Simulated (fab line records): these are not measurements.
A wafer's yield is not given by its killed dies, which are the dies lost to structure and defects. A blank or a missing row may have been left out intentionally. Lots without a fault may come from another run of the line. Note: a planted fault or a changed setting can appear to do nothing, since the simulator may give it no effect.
Which of the tools did it? / flow nandHarc / 72 wafers sampled from 24 lots at 1 step of a route of 1302

## WHAT THE GAUGES SHOWED, per wafer
NHARC_A_CHANNEL_HOLE_D1_CD_MEAS_18. Usual: cdNm 99.2 nm, standard deviation 2.1.
lot=L074; measured=day 8 07:50; on=cdSem-03; cdNm (nm)=96.8 100.9 97.5; flag=
lot=L076; measured=day 9 03:01; on=cdSem-02; cdNm (nm)=100.0 103.8 104.7; flag=
lot=L075; measured=day 9 04:03; on=cdSem-01; cdNm (nm)=96.3 102.0 98.5; flag=
lot=L077; measured=day 9 20:34; on=cdSem-03; cdNm (nm)=98.5 102.2 98.2; flag=
lot=L078; measured=day 9 23:02; on=cdSem-01; cdNm (nm)=102.4 99.0 102.2; flag=
lot=L079; measured=day 10 20:59; on=cdSem-02; cdNm (nm)=98.1 98.3 101.5; flag=
lot=L080; measured=day 11 06:41; on=cdSem-03; cdNm (nm)=100.4 99.4 98.7; flag=
lot=L081; measured=day 11 15:44; on=cdSem-02; cdNm (nm)=98.5 97.2 100.5; flag=
lot=L082; measured=day 12 03:30; on=cdSem-02; cdNm (nm)=101.7 98.8 100.8; flag=
lot=L083; measured=day 12 23:21; on=cdSem-01; cdNm (nm)=101.2 99.4 100.6; flag=
lot=L084; measured=day 13 04:17; on=cdSem-02; cdNm (nm)=96.4 96.6 97.8; flag=
lot=L085; measured=day 13 05:01; on=cdSem-03; cdNm (nm)=97.1 97.1 99.9; flag=
lot=L086; measured=day 13 16:53; on=cdSem-01; cdNm (nm)=99.7 98.5 101.3; flag=
lot=L087; measured=day 13 17:49; on=cdSem-03; cdNm (nm)=99.9 100.3 100.8; flag=
lot=L089; measured=day 14 13:35; on=cdSem-03; cdNm (nm)=98.8 97.6 98.1; flag=
lot=L088; measured=day 14 15:22; on=cdSem-03; cdNm (nm)=99.7 103.6 96.3; flag=
lot=L090; measured=day 15 00:56; on=cdSem-02; cdNm (nm)=99.3 96.3 97.2; flag=
lot=L091; measured=day 15 17:31; on=cdSem-03; cdNm (nm)=97.2 98.6 98.7; flag=
lot=L092; measured=day 15 20:10; on=cdSem-02; cdNm (nm)=103.6 104.2 100.1; flag=
lot=L093; measured=day 16 11:54; on=cdSem-03; cdNm (nm)=99.3 98.8 98.4; flag=
lot=L094; measured=day 16 15:50; on=cdSem-01; cdNm (nm)=96.1 104.4 96.9; flag=
lot=L095; measured=day 17 11:31; on=cdSem-02; cdNm (nm)=97.3 94.9 98.8; flag=
lot=L096; measured=day 17 11:58; on=cdSem-01; cdNm (nm)=94.6 97.8 99.4; flag=
lot=L097; measured=day 18 00:35; on=cdSem-01; cdNm (nm)=96.5 95.2 99.8; flag=

## WHAT TOOL EACH LOT RAN ON (gives the tool, then ch and the chambers of the sampled wafers, and finally the start)
Before these readings, the record contains no process step.

## AS READ BY THE TOOLS THEMSELVES (means over the sampled wafers that have a number; for cases with no such wafer, the mark the record gives instead)
The record holds no such reading with a usual standard deviation.

## THE ANSWER, worked out from the rows above alone
Rule: lot off if the mean of its wafers having a number is beyond 3 standard deviations from the usual mean. Also off: a lot with no number at a reading for which 4 or more lots have one. Any other lot the step has rows for is counted as sound. After the gauges, taken in route order, come the tools' own readings; for these a lot's mean is taken, as printed above. At the first step where some lot is off, the reading lying furthest off is the one used; lots without a number count as furthest.
Nothing can be told from this: no lot is off at any reading shown.

## WHAT HAD BEEN PUT IN BY THE SIMULATOR
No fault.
